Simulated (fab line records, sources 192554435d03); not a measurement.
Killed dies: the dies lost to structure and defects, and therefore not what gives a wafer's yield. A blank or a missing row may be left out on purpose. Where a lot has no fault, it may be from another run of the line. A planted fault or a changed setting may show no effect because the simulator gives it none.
Split-lot trial | flow n5Finfet | on a route of 1938 steps: 7 lots, 21 wafers read

== THE SPLIT ==
At N5_SD_EPI_N_EPI_21 (deposits Si:P, time 690 s), the setting epiGrowthTimeS was moved away from the recipe's 690 s on 5 of the 21 wafers read, by -6.0% to +5.3%. This setting was run at the recipe's value on the other wafers.

The reading comes from the split's own step.

== THE READING ==
Si-P_of_SD_EPI_N_EPI_21.thkNm (the simulator's own value, which no gauge read), in nm, at N5_SD_EPI_N_EPI_21 (deposits Si:P, time 690 s). No usual value for it is given in the file. The 16 wafers here that ran the recipe average 59.3 nm, standard deviation 0.57 nm.

wafer  | tool, chamber at the split | epiGrowthTimeS as run, s | against the recipe | Si-P_of_SD_EPI_N_EPI_21.thkNm, nm | against lot-mates on the recipe
L084.3 | epiRpcvd-02, 0             | 690                      | recipe             | 59.2                              | -
L084.4 | epiRpcvd-02, 0             | 690                      | recipe             | 59.4                              | -
L084.5 | epiRpcvd-02, 0             | 690                      | recipe             | 59                                | -
L087.1 | epiRpcvd-04, 0             | 690                      | recipe             | 58.4                              | -
L087.5 | epiRpcvd-04, 0             | 648.6                    | -6.0%              | 55.8                              | -2.6
L087.6 | epiRpcvd-04, 0             | 648.6                    | -6.0%              | 56.2                              | -2.2
L088.1 | epiRpcvd-02, 0             | 690                      | recipe             | 59                                | -
L088.5 | epiRpcvd-02, 0             | 690                      | recipe             | 59                                | -
L088.4 | epiRpcvd-02, 0             | 690                      | recipe             | 58.6                              | -
L090.1 | epiRpcvd-03, 0             | 667.1                    | -3.3%              | 58.4                              | +0.0
L090.2 | epiRpcvd-03, 0             | 667.1                    | -3.3%              | 57.8                              | -0.6
L090.5 | epiRpcvd-03, 0             | 690                      | recipe             | 58.4                              | -
L093.2 | epiRpcvd-03, 0             | 726.7                    | +5.3%              | 62                                | +2.4
L093.4 | epiRpcvd-03, 0             | 690                      | recipe             | 59.8                              | -
L093.5 | epiRpcvd-03, 0             | 690                      | recipe             | 59.4                              | -
L095.1 | epiRpcvd-04, 0             | 690                      | recipe             | 59.2                              | -
L095.2 | epiRpcvd-04, 0             | 690                      | recipe             | 60.2                              | -
L095.5 | epiRpcvd-04, 0             | 690                      | recipe             | 60.2                              | -
L096.3 | epiRpcvd-04, 0             | 690                      | recipe             | 59.4                              | -
L096.5 | epiRpcvd-04, 0             | 690                      | recipe             | 59                                | -
L096.6 | epiRpcvd-04, 0             | 690                      | recipe             | 60.2                              | -

THE FIT
A straight line over all 21 wafers: Si-P_of_SD_EPI_N_EPI_21.thkNm changes by +0.507 nm for each +1% of epiGrowthTimeS; r = +0.91; the points scatter about the line by 0.56 nm.
The same after taking each lot's own level away (the mean of its wafers on the recipe; 21 wafers): +0.366 nm for each +1%; r = +0.90; scatter 0.44 nm.
On that fit, the largest move of epiGrowthTimeS shifts the reading by 2.2 nm.
From 58.40 to 59.87 nm: that is the span of the lots' own levels, equal to 2.6 times the standard deviation above.
Thus the slope moves with the lot-to-lot level: the two fits are different.
Check: for one of the wafers moved furthest among these (-6.0%), held out of the fit, the line's prediction against its lot-mates is -1.89 nm. Against them it came out at -2.6 nm.

== THE OTHER SPLITS THESE WAFERS WENT THROUGH ==
These wafers also went through other splits before the reading. Each is held against what the fit with the lots' levels taken away leaves over:
other split on the same wafers          | wafers away from the commonest value | r with Si-P_of_SD_EPI_N_EPI_21.thkNm (lot level and that fit taken away)
N5_ZERO_LAYER_ETCH_18 icpW              | 5                                    | -0.06
N5_WELL_APT_COAT_02 spinRpm             | 10                                   | +0.01
N5_PMOS_HMC_CHANNEL_EPI_HM_DEP_34 timeS | 9                                    | +0.11
N5_PMOS_HMC_CHANNEL_EPI_PEB_07 pebTempC | 9                                    | -0.22
N5_DUMMY_GATE_CVD_03 tempC              | 12                                   | -0.28
N5_SD_EPI_N_ETCH_16 targetDepthA        | 6                                    | -0.47

== THE FILE'S OWN FIT ==
Si-P_of_SD_EPI_N_EPI_21.thkNm changes by +0.374 nm for each +1% of epiGrowthTimeS, r = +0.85.
